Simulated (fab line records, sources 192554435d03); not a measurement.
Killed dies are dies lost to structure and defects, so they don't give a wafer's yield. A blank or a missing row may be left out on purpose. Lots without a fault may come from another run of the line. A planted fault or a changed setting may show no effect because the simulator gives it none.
fab line records | flow n5_finfet
record lots=4 wafers=12 last_day=17
route steps=1938 shown BEOL_M1@767 BEOL_M4@1111 PASSIVATION@1936
lots that met no fault: from a run of the same line without faults
start_h: hours from the record's first day to the start of the lot's first wafer shown | wait_h: hours since the lot's step before | " the same as in the row above | L1.1+2: a row that stands for several wafers | - no value, or no start given | * or withheld: withheld | < > ~ a bound
route shown NAME@n: a module of which the file shows steps, and the number in the route of the first | usual: mean/standard deviation of fault-free wafers | same: alike in all rows | chamber/n: place in a boat | sites: the reading at each site | _std_site: their standard deviation | _edge_site: outer sites' mean less inner sites' | radius_mm: how far each site lies from the wafer's centre | mask NAME#n: copy n | behind: the tool/chamber that last shaped the wafer | hold: why the lot was held/for how many hours/how that ended | device: the transistor (n, p or np) that didn't switch | end of line: the same wafers' tests at the end of the route | a step without rows: its recipe alone | killed: dies lost to structure and defects at the first sort, not the wafer's yield | map: a wafer's dies, x killed, . not, _ none there
set.NAME: the setting as run; set.NAME@STEP: as run at that earlier step | model.NAME: the simulator's own value behind a step, which no gauge read
lots at some steps of the route; a table a step, a row a wafer
services: from which hour (start_h, from the record's first day; less than 0 if before it) a tool's chamber was out of use, for how many hours, and why
## steps
# step N5_BEOL_M1_DESCUM_16
# recipe chemistry=O2 time_s=7 source_power_w=50 bias_power_w=20 pressure_mtorr=20 rf_frequency_hz=2.712e+07 temp_c=40 resist=CAR-EUV o2_flow_sccm=225
# step N5_BEOL_M1_ETCH_74
# recipe chemistry=N2/H2 target=underlayer target_depth_a=65 mask_material=CAR-EUV time_s=5.2 ion_energy_ev=200 pressure_mtorr=30 source_w=840 bias_w=150 n2_flow_sccm=200 h2_flow_sccm=200 ends=cleared
# step N5_BEOL_M1_ETCH_63
# recipe chemistry=CF4 target=SiARC target_depth_a=156 mask_material=CAR-EUV time_s=26 ion_energy_ev=80 pressure_mtorr=40 source_w=545 bias_w=36 Ar_flow_sccm=100 cf4_flow_sccm=100 ends=cleared
# step N5_BEOL_M1_ETCH_64
# recipe chemistry=N2/H2 target=SOC target_depth_a=750 overetch_a=150 mask_material=SiARC temp_c=40 time_s=112.5 ion_energy_ev=200 pressure_mtorr=30 source_w=840 bias_w=150 n2_flow_sccm=200 h2_flow_sccm=200
# step N5_BEOL_M1_STRIP_65
# recipe chemistry=N2/H2 temp_c=40 n2_flow_sccm=200 h2_flow_sccm=200 rf_frequency_hz=6e+07
# step N5_BEOL_M1_STRIP_75
# recipe chemistry=N2/H2 temp_c=40 n2_flow_sccm=200 h2_flow_sccm=200 rf_frequency_hz=6e+07
# step N5_BEOL_M1_STRIP_66
# recipe chemistry=CF4 resist=SiARC power_w=300 bias_power_w=75 pressure_mtorr=50 cf4_flow_sccm=150 rf_frequency_hz=6e+07
# step N5_BEOL_M1_HM_OPEN_17
# recipe chemistry=Cl2/BCl3 target_depth_a=200 overetch_a=60 target=TiN mask_material=SOC ion_energy_ev=150 pressure_mtorr=10 icp_w=1000 bias_w=126 Cl2_flow_sccm=53.25 bcl3_flow_sccm=21.75 Ar_flow_sccm=25
# step N5_BEOL_M1_STRIP_19
# recipe chemistry=O2 power_w=400 temp_c=40 pressure_mtorr=30 rf_frequency_hz=6e+07 bias_power_w=0 overash_fraction=0.2 o2_flow_sccm=225
# step N5_BEOL_M1_COAT_67
# recipe resist=SOC temp_c=250 time_s=60 spin_rpm=1500 resist_thk_nm=60
# step N5_BEOL_M1_COAT_68
# recipe resist=SiARC temp_c=220 time_s=60 spin_rpm=1500 resist_thk_nm=12
# step N5_BEOL_M1_COAT_76
# recipe resist=underlayer temp_c=205 time_s=60 spin_rpm=1500 resist_thk_nm=5
# usual resist_line_temp_C=23.00/0.12 spin_speed_rpm=1500.1/0.99
# columns lot.wafer tool chamber start_h wait_h resist_line_temp_C spin_speed_rpm model.underlayer_of_BEOL_M1_COAT_76.thk_nm
L334.1 litho_track-04 0 174.17 - 23.11 1500.9 5
L334.3 " 0 " " 22.99 1499.3 5
L334.6 " 0 " " 23.15 1499.0 5
L336.2 litho_track-04 0 192.88 - 23.08 916.8 6.4
L336.3 " 0 " " 23.14 916.7 6.4
L336.5 " 0 " " 23.20 917.1 6.4
L338.1 litho_track-04 0 201.34 - 23.12 915.9 6.4
L338.5 " 0 " " 22.94 917.2 6.4
L338.6 " 0 " " 22.94 916.4 6.4
L346.1 litho_track-01 0 247.22 - 22.85 1500.7 5
L346.2 " 0 " " 22.71 1500.6 5
L346.5 " 0 " " 22.76 1500.1 5
# step N5_BEOL_M1_COAT_22
# recipe resist=CAR-EUV spin_rpm=1500 resist_thk_nm=30
# step N5_BEOL_M1_EBR_24
# recipe solvent=PGMEA ebr_width_mm=1.5
# step N5_BEOL_M1_SOFTBAKE_23
# recipe temp_c=110 time_s=60 resist=CAR-EUV
# step N5_BEOL_M1_EXPOSE_25
# recipe mask_id=V0 na=0.33 source_shape=quasar sigma_inner=0.2 sigma_outer=0.8 polarization=unpolarized defocus_nm=5 target_cd_nm=24 dose_mj=63
# step N5_BEOL_M1_PEB_26
# recipe peb_temp_c=100 peb_time_s=60 resist=CAR-EUV
# step N5_BEOL_M1_DEVELOP_27
# recipe develop_time_s=30 developer=TMAH resist=CAR-EUV rinse_liquid=surfactant_rinse dry=air_spin dev_temp_c=23
# step N5_BEOL_M1_DESCUM_33
# recipe chemistry=O2 time_s=7 source_power_w=50 bias_power_w=20 pressure_mtorr=20 rf_frequency_hz=2.712e+07 temp_c=40 resist=CAR-EUV o2_flow_sccm=225
# step N5_BEOL_M1_ETCH_77
# recipe chemistry=N2/H2 target=underlayer target_depth_a=65 mask_material=CAR-EUV time_s=5.2 ion_energy_ev=200 pressure_mtorr=30 source_w=840 bias_w=150 n2_flow_sccm=200 h2_flow_sccm=200 ends=cleared
# usual drypump_motor_current_A=5.6/0.43 etch_rf_on_time_s=5.27/0.18 oes_product_au=0.68/0.074 rf_vpp_V=523.7/2.3 showerhead_plenum_p_Torr=2.54/0.073 throttle_valve_pct=17.93/0.28
# columns lot.wafer tool chamber start_h wait_h drypump_motor_current_A etch_rf_on_time_s oes_product_au rf_hours_counter_h rf_vpp_V showerhead_plenum_p_Torr throttle_valve_pct model.CAR-EUV_of_BEOL_M1_COAT_22.thk_nm model.etch.depth_nm
L334.1 rie_diel-03 3 174.61 0.0 6.4 4.99 0.76 47 524.5 2.62 18.39 20.4 5.009
L334.3 " 1 " " 5.3 5.40 0.76 17 528.1 2.69 17.79 20.6 5.019
L334.6 " 3 " " 6.4 4.96 0.76 - 523.9 2.62 18.40 20.4 5.014
L336.2 rie_diel-03 0 193.39 0.0 5.1 6.94 0.60 201 526.8 2.54 18.10 19 6.396
L336.3 " 2 " " 5.3 6.45 0.80 6 522.2 2.52 17.48 18.8 6.389
L336.5 " 0 " " 5.1 6.94 0.60 - 523.7 2.54 18.06 19 6.381
L338.1 rie_diel-03 2 202.84 0.0 5.3 6.54 0.79 11 521.8 2.52 17.47 18.8 6.422
L338.5 " 3 " " 6.4 6.46 0.75 - 524.9 2.62 18.41 18.8 6.418
L338.6 " 2 " " 5.3 6.54 0.79 - 523.1 2.52 17.48 18.8 6.408
L346.1 rie_diel-06 2 248.67 0.0 6.1 5.42 0.57 241 520.9 2.50 17.99 20.2 5.014
L346.2 " 1 " " 5.7 5.24 0.62 196 522.9 2.53 18.10 20.4 5.009
L346.5 " 3 " " 6.2 5.32 0.71 - 524.6 2.59 17.82 20.2 5.014
# step N5_BEOL_M1_ETCH_69
# recipe chemistry=CF4 target=SiARC target_depth_a=156 mask_material=CAR-EUV time_s=26 ion_energy_ev=80 pressure_mtorr=40 source_w=545 bias_w=36 Ar_flow_sccm=100 cf4_flow_sccm=100 ends=cleared
# step N5_BEOL_M1_ALD_98
# recipe material=SiO2 target_thk_a=25 temp_c=100 ald_precursor_family=BDEAS ald_co_reactant=O2-plasma pulse_time_s=1 co_reactant_pulse_time_s=1 purge_time_s=2 co_reactant_purge_time_s=2 ald_cycles=17 pressure_torr=2
# step N5_BEOL_M1_ETCHBACK_99
# recipe chemistry=CHF3 target=SiO2 target_depth_a=50 time_s=10.4 source_w=215 bias_w=47 Ar_flow_sccm=200 CHF3_flow_sccm=12 ion_energy_ev=100 pressure_mtorr=30
# usual drypump_motor_current_A=5.6/0.43 oes_product_au=0.79/0.087 rf_vpp_V=242/11 showerhead_plenum_p_Torr=2.14/0.063 throttle_valve_pct=17.14/0.2
# columns lot.wafer tool chamber start_h wait_h drypump_motor_current_A oes_product_au rf_hours_counter_h rf_vpp_V showerhead_plenum_p_Torr throttle_valve_pct model.CAR-EUV_of_BEOL_M1_COAT_22.thk_nm
L334.1 rie_diel-06 0 175.39 0.3 5.2 0.82 67 240 2.08 16.84 10.4
L334.3 " 2 " " 6.0 0.69 217 236 2.11 17.19 10.6
L334.6 " 3 " " 6.2 0.88 - 247 2.21 16.99 10.4
L336.2 rie_diel-03 0 203.34 9.8 5.1 0.71 206 259 2.15 17.31 9
L336.3 " 3 " " 6.3 0.87 58 237 2.21 17.31 8.8
L336.5 " 3 " " 6.3 0.88 - 236 2.21 17.29 9
L338.1 rie_diel-03 1 205.04 2.0 5.4 0.87 29 260 2.29 17.11 9
L338.5 " 0 " " 5.1 0.70 - 259 2.15 17.27 8.8
L338.6 " 3 " " 6.4 0.87 - 239 2.21 17.30 8.8
L346.1 rie_diel-03 3 261.62 12.8 6.4 0.87 70 239 2.20 17.31 10.2
L346.2 " 0 " " 5.1 0.70 218 259 2.15 17.31 10.6
L346.5 " 0 " " 5.1 0.70 - 259 2.15 17.32 10.4
# step N5_BEOL_M1_ETCH_70
# recipe chemistry=N2/H2 target=SOC target_depth_a=800 overetch_a=160 mask_material=SiARC temp_c=40 time_s=120 ion_energy_ev=200 pressure_mtorr=30 source_w=840 bias_w=150 n2_flow_sccm=200 h2_flow_sccm=200
# step N5_BEOL_M4_RC_MEAS_101
# usual DIBL_N=36.0/2.5 DIBL_P=36.2/3 IOFF_N=0.16/0.044 IOFF_P=0.21/0.049 ION_N=671/15 ION_P=461/8.7 SS_N=71.5/0.72 SS_P=73.4/0.9 VT_N=251/4.4 VT_P=-250/4
# columns lot.wafer tool chamber start_h wait_h DIBL_N[mV/V] DIBL_P[mV/V] IOFF_N[nA/um] IOFF_P[nA/um] ION_N[uA/um] ION_P[uA/um] SS_N[mV/dec] SS_P[mV/dec] VT_N[mV] VT_P[mV]
L334.1 prober-01 0 222.53 0.0 38.7 38.9 0.19 0.24 689 472 72.0 75.0 250 -251
L334.3 " 0 " " 31.1 28.8 0.08 0.11 635 434 70.0 71.6 260 -260
L334.6 " 0 " " 39.4 39.3 0.20 0.25 676 463 72.0 75.2 248 -250
L336.2 prober-02 0 244.47 0.2 35.3 34.4 0.13 0.20 671 460 71.0 73.2 251 -251
L336.3 " 0 " " 34.0 31.9 0.11 0.16 648 448 70.5 72.6 256 -252
L336.5 " 0 " " 33.5 31.9 0.10 0.16 656 463 70.2 73.2 254 -250
L338.1 prober-02 0 260.71 0.0 39.9 37.9 0.20 0.24 672 462 72.0 74.2 244 -251
L338.5 " 0 " " 34.0 31.6 0.10 0.15 673 464 71.2 72.5 256 -255
L338.6 " 0 " " 38.8 38.2 0.17 0.26 666 466 72.1 75.0 248 -248
L346.1 prober-02 0 306.64 0.0 35.1 34.4 0.13 0.18 656 455 72.0 72.7 254 -252
L346.2 " 0 " " 28.9 27.9 0.06 0.12 631 444 70.0 70.5 261 -256
L346.5 " 0 " " 31.9 31.1 0.09 0.14 642 453 70.7 72.2 257 -252
# step N5_PASSIVATION_PROBE_49
# usual defect_limited_yield=91.7/1.4 killed_at_M0_to_M3=31/11 killed_at_M4_up=13/4.6 killed_at_contacts=13/6.7 killed_at_front_end=39/9.6 killed_at_other=3.5/2.8 killed_dies=98/16 killed_open=64/11 killed_short=33/8.5 sort_bin_5_function=4.9/0.96 sort_bin_6_memory=3.1/0.59 sort_bin_8_speed=0.2/1.3 sort_n_pass=1080/23 sort_yield_pct=91.5/1.9
# same gross_dies=1180 killed_at_back_side=0 sort_bin_4_leakage[%]=0
# columns lot.wafer tool chamber start_h wait_h defect_limited_yield[%] killed_at_M0_to_M3 killed_at_M4_up killed_at_contacts killed_at_front_end killed_at_other killed_dies killed_open killed_short sort_bin_5_function[%] sort_bin_6_memory[%] sort_bin_8_speed[%] sort_n_pass sort_yield_pct[%]
L334.1 prober-01 - 337.31 0.0 92.1 17 13 6 47 10 93 69 22 4.9 2.8 0 1087 92.1
L334.3 prober-01 - 337.41 0.1 93.4 18 17 4 35 4 78 46 30 3.4 3.1 4.7 1046 88.6
L334.6 prober-01 - 337.56 0.3 90.8 26 16 8 50 8 108 61 43 5.8 3.1 0 1072 90.8
L336.2 prober-01 - 343.66 0.1 90.8 38 13 13 40 4 108 61 47 6.0 2.8 0 1072 90.8
L336.3 prober-01 - 343.71 0.1 91.1 38 25 9 32 1 105 65 40 5.8 2.9 0 1075 91.1
L336.5 prober-01 - 343.81 0.2 89.6 50 13 13 45 2 123 78 45 6.7 3.1 0 1057 89.6
L338.1 prober-01 - 362.21 0.0 91.5 30 11 21 33 5 100 66 34 5.1 3.2 0 1080 91.5
L338.5 prober-01 - 362.41 0.2 92.8 22 14 13 36 0 85 59 26 4.5 2.5 0 1095 92.8
L338.6 prober-01 - 362.46 0.3 93.1 24 9 17 31 0 81 58 23 4.2 2.4 0 1099 93.1
L346.1 prober-01 - 414.37 0.2 90.1 28 10 24 50 5 117 86 31 6.4 3.1 0 1063 90.1
L346.2 prober-01 - 414.42 0.2 91.0 29 19 7 48 3 106 78 28 5.5 3.3 15.0 897 76.0
L346.5 prober-01 - 414.57 0.4 92.7 21 16 11 34 4 86 66 19 4.7 2.4 0 1094 92.7
# killed by level:class
L334.1 STI_FIN_REVEAL:geometric_particle:open=15 BEOL_M4:geometric_particle:open=9 FIN_SAQP:geometric_particle:open=7 MIM_TOP:geometric_particle:open=6 MOL_CONTACT_COAG:geometric_particle:open=5 STARTING-WAFER:geometric_particle:open=5 FIN_SAQP:geometric_particle:short=4 BEOL_M0_SAQP:geometric_particle:open=4
L334.3 GATE_CUT:geometric_particle:short=11 BEOL_M4:geometric_particle:open=9 STI_FIN_REVEAL:geometric_particle:open=6 GATE_CUT:geometric_particle:open=4 BEOL_M0_SAQP:geometric_particle:short=4 BEOL_M3:geometric_particle:open=4 STARTING-WAFER:geometric_particle:open=4 FIN_SAQP:geometric_particle:short=3
L334.6 GATE_CUT:geometric_particle:short=13 BEOL_M2:geometric_particle:open=7 BEOL_M3:geometric_particle:open=7 GATE_CUT:geometric_particle:open=6 BEOL_M4:geometric_particle:open=6 FIN_SAQP:geometric_particle:short=5 STI_FIN_REVEAL:geometric_particle:open=5 MOL_CONTACT_COAG:geometric_particle:open=5
L336.2 BEOL_M0_SAQP:geometric_particle:short=14 STI_FIN_REVEAL:geometric_particle:open=10 FIN_SAQP:geometric_particle:open=8 MOL_CONTACT_COAG:geometric_particle:open=8 STARTING-WAFER:geometric_particle:short=6 MOL_CONTACT_COAG:geometric_particle:short=5 BEOL_M0_SAQP:geometric_particle:open=5 BEOL_M2:geometric_particle:short=5
L336.3 BEOL_M0_SAQP:geometric_particle:open=11 BEOL_M4:geometric_particle:open=11 BEOL_M0_SAQP:geometric_particle:short=10 FIN_SAQP:geometric_particle:short=8 FIN_SAQP:geometric_particle:open=8 BEOL_M8:geometric_particle:open=8 STI_FIN_REVEAL:geometric_particle:open=6 MOL_CONTACT_COAG:geometric_particle:open=6
L336.5 BEOL_M0_SAQP:geometric_particle:short=13 FIN_SAQP:geometric_particle:short=11 BEOL_M0_SAQP:geometric_particle:open=11 STI_FIN_REVEAL:geometric_particle:open=11 FIN_SAQP:geometric_particle:open=10 BEOL_M0:geometric_particle:open=10 MOL_CONTACT_COAG:geometric_particle:open=10 BEOL_M4:geometric_particle:open=6
L338.1 MOL_CONTACT_COAG:geometric_particle:open=16 FIN_SAQP:geometric_particle:short=7 BEOL_M2:geometric_particle:open=7 STI_FIN_REVEAL:geometric_particle:open=6 BEOL_M0_SAQP:geometric_particle:open=6 BEOL_M0_SAQP:geometric_particle:short=6 FIN_SAQP:geometric_particle:open=5 MOL_CONTACT_COAG:geometric_particle:short=5
L338.5 MOL_CONTACT_COAG:geometric_particle:open=12 STI_FIN_REVEAL:geometric_particle:open=9 BEOL_M4:geometric_particle:open=8 BEOL_M0_SAQP:geometric_particle:short=8 BEOL_M2:geometric_particle:open=7 FIN_SAQP:geometric_particle:open=7 FIN_SAQP:geometric_particle:short=6 DUMMY_GATE:geometric_particle:open=4
L338.6 MOL_CONTACT_COAG:geometric_particle:open=16 BEOL_M2:geometric_particle:open=8 FIN_SAQP:geometric_particle:open=6 STI_FIN_REVEAL:geometric_particle:open=6 FIN_SAQP:geometric_particle:short=4 BEOL_M0_SAQP:geometric_particle:open=4 STARTING-WAFER:geometric_particle:short=3 BEOL_M8:geometric_particle:open=3
L346.1 STI_FIN_REVEAL:geometric_particle:open=18 MOL_CONTACT_COAG:geometric_particle:open=16 FIN_SAQP:geometric_particle:open=10 MOL_CONTACT_COAG:geometric_particle:short=8 BEOL_M3:geometric_particle:open=7 BEOL_M4:geometric_particle:open=7 BEOL_M2:geometric_particle:open=6 FIN_SAQP:geometric_particle:short=5
L346.2 STI_FIN_REVEAL:geometric_particle:open=20 BEOL_M4:geometric_particle:open=12 FIN_SAQP:geometric_particle:open=10 BEOL_M0:geometric_particle:short=7 MOL_CONTACT_COAG:geometric_particle:open=7 FIN_SAQP:geometric_particle:short=5 BEOL_M0_SAQP:geometric_particle:open=5 BEOL_M2:geometric_particle:open=5
L346.5 STI_FIN_REVEAL:geometric_particle:open=9 MOL_CONTACT_COAG:geometric_particle:open=9 BEOL_M4:geometric_particle:open=9 BEOL_M2:geometric_particle:open=8 FIN_SAQP:geometric_particle:open=5 BEOL_M3:geometric_particle:open=5 STI_FIN_REVEAL:geometric_particle:short=5 GATE_CUT:geometric_particle:open=4
## services
# columns tool chamber start_h hours kind
rie_diel-03 - 159.37 0.7 repair
rie_diel-03 2 161.15 - clean
rie_diel-03 2 161.15 - consumable_replace:focus_ring
rie_diel-03 2 161.15 13.2 scheduled_down
rie_diel-03 2 161.15 13.2 vent_cycle
litho_track-01 - 220.33 - consumable_replace:filter
rie_diel-03 - 239.00 15.6 pm
## key
first_sign step=N5_BEOL_M1_COAT_76 reading=spin_speed_rpm direction=down sigmas=99+ usual=* struck=*
effect step=N5_BEOL_M1_ETCH_77 reading=etch_rf_on_time_s direction=up sigmas=7.7 usual=* struck=*
model_effect step=N5_BEOL_M1_COAT_76 value=underlayer_of_BEOL_M1_COAT_76.thk_nm without=5 struck=6.4
model_effect step=N5_BEOL_M1_ETCH_77 value=CAR-EUV_of_BEOL_M1_COAT_22.thk_nm without=20.47 struck=18.87
model_effect step=N5_BEOL_M1_ETCHBACK_99 value=CAR-EUV_of_BEOL_M1_COAT_22.thk_nm without=10.5 struck=8.9
met_at N5_BEOL_M1_COAT_76
struck_wafers L336.2,L336.3,L336.5,L338.1,L338.5,L338.6
onset_between 174.17 192.88
fault kind=process_parameter_drift tool=litho_track-04 chamber=- onset_h=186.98 steps=N5_BEOL_M1_COAT_76 channel=spin_rpm offset=* shape=step end_h=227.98 acts_in=* stated=*
